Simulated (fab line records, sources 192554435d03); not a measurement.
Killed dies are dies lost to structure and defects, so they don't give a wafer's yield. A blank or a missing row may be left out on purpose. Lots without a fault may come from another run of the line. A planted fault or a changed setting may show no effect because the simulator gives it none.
Chamber matching | flow n5_finfet | N5_BEOL_M6_ILD_DEP_00 on pecvd-04: 3 sister chambers
The step deposits SiCOH lowk from DEMS/porogen, target thk 179.75 nm, time 33.4 s. 3 wafers are shown with their chamber, then 11 later ones without.

WAFERS WITH THEIR CHAMBER
wafer  | chamber | heater_power_w (W)
L090.4 | 2       | 303
L091.3 | 1       | 277
L089.3 | 0       | 280

WAFERS WITHOUT THEIR CHAMBER
wafer  | heater_power_w (W)
L089.5 | 279
L089.6 | 304
L094.1 | 327
L094.2 | 251
L094.4 | 323
L093.1 | 307
L093.2 | 334
L093.4 | 318
L097.1 | 246
L097.4 | 326
L097.5 | 247

WHICH CHAMBER EACH WENT THROUGH
wafer  | from the rows above          | in truth
L089.5 | can't be placed: 0 or 1 or 2 | 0
L089.6 | can't be placed: 2 or 0 or 1 | 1
L094.1 | can't be placed: 2 or 0 or 1 | 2
L094.2 | can't be placed: 1 or 0 or 2 | 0
L094.4 | can't be placed: 2 or 0 or 1 | 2
L093.1 | can't be placed: 2 or 0 or 1 | 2
L093.2 | can't be placed: 2 or 0 or 1 | 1
L093.4 | can't be placed: 2 or 0 or 1 | 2
L097.1 | can't be placed: 1 or 0 or 2 | 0
L097.4 | can't be placed: 2 or 0 or 1 | 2
L097.5 | can't be placed: 1 or 0 or 2 | 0
Placed correctly: 0 of 11. Can't be placed from these rows: 11 (the true chamber is among the candidates in 11). Placed wrongly: 0.
How it was worked out, from the rows above alone: a wafer's distance from a chamber is the root of the sum, over the readings, of the square of ((its reading less the chamber's mean) divided by the reading's scatter). The wafer belongs to the nearest chamber; if the next one is less than 2 further off, it can't be placed. A chamber's mean is the mean of its shown wafers. The scatter: with one shown wafer a chamber, the root of the mean of the squares of how far each hidden wafer lies from its nearest shown one.
